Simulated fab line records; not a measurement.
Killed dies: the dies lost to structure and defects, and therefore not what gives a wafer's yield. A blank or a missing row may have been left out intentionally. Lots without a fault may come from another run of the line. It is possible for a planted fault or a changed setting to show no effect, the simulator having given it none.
A struck lot beside a sound one | flow n5Finfet | 36 steps out of a route of 1938
Sound: the wafers L102.1, L102.2, L102.6. Wafers struck: L114.1, L114.4, L114.6. Last of all comes the cause.
Order at every step that has rows: each side's tool, ch and its chambers, its first start. Under that, the readings that differ: sound wafers | struck wafers | difference of the means | sigmas: that difference in standard deviations of wafers without a fault.
alike: words and numbers the same on both sides, and readings whose means are apart by under 2 such deviations; not compared: readings that were withheld, readings missing a value for some wafer, numbers with overlapping values and no deviation given by the record, and bounds like >300 which may hide the same value.
The two part at a step that has a row with sigmas, a row that says differs or no value, or rows on one side only. When numbers do not overlap yet have no deviation, they are printed without sigmas and do not part them. Lack of a reading on every wafer of one side parts them only where that side has two or more wafers.

first, 9 steps without rows for these wafers: N5_BEOL_M4_ANNEAL_95 (time 240 s); N5_BEOL_M4_SPUTTER_96 (material Cu, target thk 4.5 nm, time 8.29 s); N5_BEOL_M4_ECD_50 (material Cu, target thk 300 nm); N5_BEOL_M4_ANNEAL_51 (time 90 s); N5_BEOL_M4_CMP_52 (polishes, stops on SiOC, t overpolish 6.8 s, target thk 40 nm); N5_BEOL_M4_PRE_CLEAN_60 (time 15 s); N5_BEOL_M4_CO_CAP_55 (material Co, precursor CCTBA/H2, target thk 2 nm, time 102.1 s); N5_BEOL_M4_PRE_CLEAN_56 (time 15 s); N5_BEOL_M4_DEP_57 (deposits SiCN from 3MS/NH3, target thk 8 nm, time 14 s).
N5_BEOL_M4_RC_MEAS_101:
  sound on prober-02 ch 0, day 9 08:45; struck on prober-01 ch 0, day 12 10:38
  alike: DIBL_N, DIBL_P, IOFF_N, IOFF_P, ION_N, ION_P, SS_N, SS_P, VT_N, VT_P
then, 24 steps without rows for these wafers: N5_BEOL_M5_ILD_DEP_00 (deposits SiCOH lowk from DEMS/porogen, target thk 140.64 nm, time 25.9 s); N5_BEOL_M5_CURE_79 (cures SiCOH lowk, time 240 s); N5_BEOL_M5_PECVD_70 (deposits SiO2 from TEOS/O2, target thk 16 nm, time 18 s); N5_BEOL_M5_HM_DEP_02 (deposits TiN, target thk 20 nm); N5_BEOL_M5_COAT_59 (time 60 s, resist thk 60 nm); N5_BEOL_M5_COAT_60 (time 60 s, resist thk 12 nm); N5_BEOL_M5_COAT_71 (time 60 s, resist thk 5 nm); N5_BEOL_M5_COAT_05 (resist thk 30 nm); N5_BEOL_M5_EBR_07; N5_BEOL_M5_SOFTBAKE_06 (time 60 s); N5_BEOL_M5_EXPOSE_08 (exposes mask M5, target cd 28 nm); N5_BEOL_M5_PEB_09 (peb time 60 s); N5_BEOL_M5_DEVELOP_10 (develop time 30 s); N5_BEOL_M5_DESCUM_16 (chemistry O2, time 7 s); N5_BEOL_M5_ETCH_72 (etches underlayer in N2/H2, target depth 6.5 nm, time 5.2 s); N5_BEOL_M5_ETCH_61 (etches SiARC in CF4, target depth 15.6 nm, time 26 s); N5_BEOL_M5_ETCH_62 (etches SOC in N2/H2, target depth 75 nm, overetch 15 nm, time 112.5 s); N5_BEOL_M5_STRIP_63 (strips in N2/H2); N5_BEOL_M5_STRIP_73 (strips in N2/H2); N5_BEOL_M5_STRIP_64 (strips in CF4); N5_BEOL_M5_HM_OPEN_17 (chemistry Cl2/BCl3, target TiN, target depth 20 nm, overetch 6 nm); N5_BEOL_M5_STRIP_19 (strips in O2); N5_BEOL_M5_COAT_65 (time 60 s, resist thk 60 nm); N5_BEOL_M5_COAT_66 (time 60 s, resist thk 12 nm).
-- record jumps: 3 days separate the struck wafers' starts on either side; left off in module BEOL_M5, taken up again in module BEOL_M12, whose first shown step is the route's number 1651 --
N5_BEOL_M12_ECD_47: material Cu, target thk 720 nm.
  sound on ecdCu-02 ch 0,1, day 12 05:21; struck on ecdCu-02 ch 0,1, day 15 09:41
N5_PASSIVATION_PROBE_49:
  only the struck wafers here have rows in the record (prober-01, day 16 19:32); the sound ones have none

WHERE THEY PART
Within this record, at N5_PASSIVATION_PROBE_49 only.

WHY: what had been put in by the simulator
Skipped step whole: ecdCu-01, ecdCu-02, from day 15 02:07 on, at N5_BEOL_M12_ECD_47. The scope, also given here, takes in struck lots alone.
